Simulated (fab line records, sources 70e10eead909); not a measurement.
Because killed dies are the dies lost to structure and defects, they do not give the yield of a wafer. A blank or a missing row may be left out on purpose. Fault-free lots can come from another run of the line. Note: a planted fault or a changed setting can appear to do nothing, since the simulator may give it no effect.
fab line records | flow nand-harc | part 2 of 2: steps 20 to 27 of 27
[record] lots = 5 wafers = 15 last-day = 24
route steps=1159 shown A_CONTACT@854
lots untouched by any fault: they come from a run of this same line in which no faults occurred
start-h: hours from the record's first day to the start of the lot's first wafer shown | wait-h: hours elapsed since this lot's preceding step | " repeats the value in the row above | L1.1+2: a row that stands for several wafers | - either no value or no given start | * or withheld: withheld | < > ~ a bound
route shown NAME@n: NAME is a module with steps in the file, n the number in the route of the first one | usual: average and standard deviation across the fault-free wafers | same: alike in all rows | chamber/n: place in a boat | sites: the reading at each site | _std_site: their standard deviation | _edge_site: outer sites' mean less inner sites' | radius-mm: for every site, how far away it sits from the centre of the wafer | mask NAME#n: copy n | behind: the tool/chamber that last shaped the wafer | hold: the reason the lot was held/the length of the hold in hours/how it ended | device: whichever transistor did not switch (one of n, p or np) | end of line: at the end of the route, the tests of the same wafers | for a step that has no rows: nothing shown but its recipe | killed: not the wafer's yield, but the dies lost to structure and defects at the first sort | map: a wafer's dies, marking killed ones x, the rest . and places with no die _
set.NAME: the setting as run; set.NAME@STEP: as run at that earlier step | model.NAME: the simulator's own value behind a step, which no gauge read
certain route steps with their lots: each step a table, each wafer a row
services: the hour from which a tool's chamber was out of use, counted from the record's first day as start-h (under 0 if before that day), plus the number of hours and why
[[steps]]
[step NHARC_A_CONTACT_ETCH_122]
[recipe] source-w = withheld pressure-mtorr = 20 bias-v = 3000 time-s = 95 target-depth-a = 9300 ar-flow-sccm = withheld c4f8-flow-sccm = withheld o2-flow-sccm = withheld chemistry = C4F8/O2/Ar
// columns lot.wafer tool chamber start-h wait-h rf-hours-counter-h
L075.1 har-cap-etch-02 0 383.38 0.1 9
L075.3 " 1 " " -
L075.6 " 0 " " -
L076.2 har-cap-etch-03 1 391.21 0.1 81
L076.4 " 0 " " -
L076.5 " 0 " " -
L082.2 har-cap-etch-03 0 432.91 0.1 88
L082.6 " 0 " " -
L082.5 " 1 " " -
L089.1 har-cap-etch-02 0 481.54 0.1 24
L089.3 " 0 " " -
L089.5 " 0 " " -
L092.1 har-cap-etch-02 1 496.34 0.1 27
L092.3 " 1 " " -
L092.6 " 1 " " -
[step NHARC_A_CONTACT_ETCH_123]
[recipe] source-w = withheld pressure-mtorr = 20 bias-v = 400 time-s = 253 target-depth-a = 10900 ar-flow-sccm = withheld c4f8-flow-sccm = 11.5 o2-flow-sccm = 7.2 chemistry = C4F8/O2/Ar
// columns lot.wafer tool chamber start-h wait-h rf-hours-counter-h
L075.1 har-cap-etch-02 0 383.47 0.1 9
L075.3 " 1 " " -
L075.6 " 0 " " -
L076.2 har-cap-etch-03 1 391.30 0.1 81
L076.4 " 0 " " -
L076.5 " 0 " " -
L082.2 har-cap-etch-03 0 433.00 0.1 88
L082.6 " 0 " " -
L082.5 " 1 " " -
L089.1 har-cap-etch-02 0 481.67 0.1 24
L089.3 " 0 " " -
L089.5 " 0 " " -
L092.1 har-cap-etch-02 1 496.47 0.1 27
L092.3 " 1 " " -
L092.6 " 1 " " -
[step NHARC_A_CONTACT_ETCH_90]
[recipe] target-depth-a = 400 over-etch-frac = 0.5 time-s = 85.7 ion-energy-ev = 120 ch3f-flow-sccm = 50 o2-flow-sccm = 30 ar-flow-sccm = 200 rf-w = 500 bias-w = 100 chemistry = CH3F/O2
[usual] drypump-motor-current-A = 5.84/0.3 mfc-ar-sccm = 199.9/0.58 oes-product-au = 0.96/0.038 rf-vpp-V = 244.5/1.8 showerhead-plenum-p-Torr = 2.46/0.13 throttle-valve-pct = 20.664/0.0087
// columns lot.wafer tool chamber start-h wait-h drypump-motor-current-A mfc-ar-sccm oes-product-au rf-hours-counter-h rf-vpp-V showerhead-plenum-p-Torr throttle-valve-pct
L075.3 rie-diel-03 3 384.09 0.4 6.19 199.7 0.92 50 243.9 2.54 20.665
L075.1 " 0 " " 6.10 200.0 0.92 55 244.1 2.36 20.655
L075.6 " 2 " " 5.91 199.7 0.93 - 241.1 2.28 20.667
L076.4 rie-diel-06 0 391.91 0.4 5.39 200.2 0.99 20 244.0 2.35 20.678
L076.2 " 2 " " 5.62 199.2 0.94 29 246.4 2.58 20.667
L076.5 " 3 " " 6.04 199.0 0.94 - 241.5 2.28 20.677
L082.2 rie-diel-06 1 433.59 0.5 5.84 199.5 0.93 1 244.2 2.45 20.669
L082.6 " 1 " " 5.85 199.1 0.93 - 243.0 2.45 20.676
L082.5 " 2 " " 5.63 201.4 0.93 - 245.4 2.57 20.661
L089.1 rie-diel-06 2 482.21 0.5 5.61 200.0 0.93 9 246.8 2.57 20.656
L089.3 " 0 " " 5.39 199.2 0.92 11 242.7 2.34 20.667
L089.5 " 2 " " 5.62 199.9 0.93 - 246.4 2.57 20.666
L092.3 rie-diel-03 3 497.04 0.4 6.16 199.3 0.90 37 245.7 2.53 20.662
L092.1 " 0 " " 6.08 200.6 0.93 36 244.2 2.35 20.658
L092.6 " 2 " " 5.89 200.0 0.92 - 245.8 2.65 20.664
[step NHARC_A_CONTACT_ETCH_96]
[recipe] target-depth-a = 200 over-etch-frac = 0.5 time-s = 10 ion-energy-ev = 250 c4f6-flow-sccm = 25 o2-flow-sccm = 20 ar-flow-sccm = 500 rf-w = 600 bias-w = 500 chemistry = C4F6/O2
[usual] drypump-motor-current-A = 5.8/0.31 mfc-ar-sccm = 500.2/1.5 oes-product-au = 0.972/0.026 rf-vpp-V = 547/4.1 showerhead-plenum-p-Torr = 3.94/0.19 throttle-valve-pct = 26.903/0.0089
// columns lot.wafer tool chamber start-h wait-h drypump-motor-current-A mfc-ar-sccm oes-product-au rf-hours-counter-h rf-vpp-V showerhead-plenum-p-Torr throttle-valve-pct
L075.1 rie-diel-03 3 384.24 0.1 6.2 500.4 0.946 50 549 4.05 26.899
L075.3 " 0 " " 6.1 499.6 0.952 55 543 3.78 26.900
L075.6 " 3 " " 6.2 499.7 0.949 - 550 4.05 26.908
L076.4 rie-diel-06 3 - - 6.1 501.3 0.975 29 541 3.65 26.887
L076.2 " 0 " " 5.4 497.9 0.981 21 542 3.76 26.900
L076.5 " 0 " " 5.4 500.4 0.986 - 543 3.76 26.898
L082.2 rie-diel-06 2 - - 5.6 499.7 0.950 1 551 4.10 26.885
L082.6 " 0 " " 5.4 499.6 0.949 - 542 3.75 26.905
L082.5 " 1 " " 5.8 500.0 0.977 - 546 3.91 26.910
L089.3 rie-diel-06 3 - - 6.1 500.1 0.923 11 553 4.22 26.892
L089.1 " 0 " " 5.4 499.8 0.940 11 545 3.75 26.898
L089.5 " 3 " " 6.1 499.8 0.922 - 554 4.22 26.908
L092.1 rie-diel-03 0 - - 6.1 501.1 0.956 36 543 3.76 26.903
L092.3 " 1 " " 6.4 500.3 0.956 36 544 3.77 26.920
L092.6 " 0 " " 6.1 500.6 0.952 - 543 3.76 26.909
[step NHARC_A_CONTACT_CD_MEAS_53]
[usual] cd-nm = 189.2/0.94
// columns lot.wafer tool chamber start-h wait-h cd-nm
L075.1 cd-sem-02 - 384.32 - 188.5
L075.3 " - " " 187.8
L075.6 " - " " 188.3
L076.2 cd-sem-02 - 392.12 - 188.2
L076.4 " - " " 189.9
L076.5 " - " " 189.7
L082.2 cd-sem-03 - 433.88 - 187.5
L082.5 " - " " 188.3
L082.6 " - " " 187.6
L089.1 cd-sem-03 - 482.43 - 189.2
L089.3 " - " " 188.9
L089.5 " - " " 189.5
L092.1 cd-sem-03 - 497.23 - 189.8
L092.3 " - " " 190.0
L092.6 " - " " 190.7
[step NHARC_A_CONTACT_STRIP_99]
[recipe] n2-flow-sccm = 150 h2-flow-sccm = 150 ar-flow-sccm = 0 bias-w = 0 chemistry = N2/H2
// columns lot.wafer tool chamber start-h wait-h
L075.1+3+6 rie-diel-03 3,0,3 384.41 0.1
L076.2+5+4 rie-diel-03 2,3,0 392.21 0.1
L082.2+6+5 rie-diel-06 2,1,2 433.96 0.1
L089.1+3+5 rie-diel-06 1,3,1 482.51 0.1
L092.3+1+6 rie-diel-06 0,3,1 497.31 0.1
[step NHARC_A_CONTACT_STRIP_100]
[recipe] cf4-flow-sccm = 100 chf3-flow-sccm = 30 ar-flow-sccm = 0 bias-w = 0 chemistry = CF4/CHF3
// columns lot.wafer tool chamber start-h wait-h
L075.3+1+6 rie-diel-03 2,3,2 384.51 0.1
L076.2+4+5 rie-diel-03 0,3,0 392.31 0.1
L082.2+6+5 rie-diel-06 3,2,3 434.05 0.1
L089.1+3+5 rie-diel-06 0,2,0 482.60 0.1
L092.1+3+6 rie-diel-06 3,0,1 497.42 0.1
[step NHARC_A_CONTACT_STRIP_101]
[recipe] o2-flow-sccm = 400 cos-flow-sccm = 20 ar-flow-sccm = 0 bias-w = 0 chemistry = O2/COS
// columns lot.wafer tool chamber start-h wait-h
L075.1+3+6 rie-diel-03 2,3,0 384.58 0.1
L076.2+4+5 rie-diel-13 3,0,0 392.37 0.1
L082.2+6+5 rie-diel-06 0,3,0 434.15 0.1
L089.3+1+5 rie-diel-06 1,0,2 482.66 0.0
L092.1+3+6 rie-diel-06 1,0,0 497.49 0.1
[[services]]
// columns tool chamber start-h hours kind
rie-diel-06 0 361.18 5.0 repair
rie-diel-06 0 372.96 - clean
rie-diel-06 1 372.96 - clean
rie-diel-06 2 372.96 - clean
rie-diel-06 3 372.96 - clean
rie-diel-03 1 373.11 22.4 repair
rie-diel-03 - 392.36 9.0 pm
rie-diel-06 0 397.46 - clean
rie-diel-06 1 397.46 - clean
rie-diel-06 2 397.46 - clean
rie-diel-06 3 397.46 - clean
rie-diel-06 - 418.20 9.0 pm
rie-diel-06 0 418.20 9.0 vent-cycle
rie-diel-06 1 418.20 9.3 vent-cycle
rie-diel-06 2 418.20 9.0 vent-cycle
rie-diel-06 3 418.20 9.0 vent-cycle
rie-diel-06 0 427.20 - clean
rie-diel-06 2 427.20 - clean
rie-diel-06 3 427.20 - clean
rie-diel-06 3 427.20 - consumable-replace:showerhead
rie-diel-06 0 451.86 - clean
rie-diel-13 - 453.37 9.0 pm
rie-diel-13 - 470.70 1.6 repair
rie-diel-06 2 492.00 16.2 repair
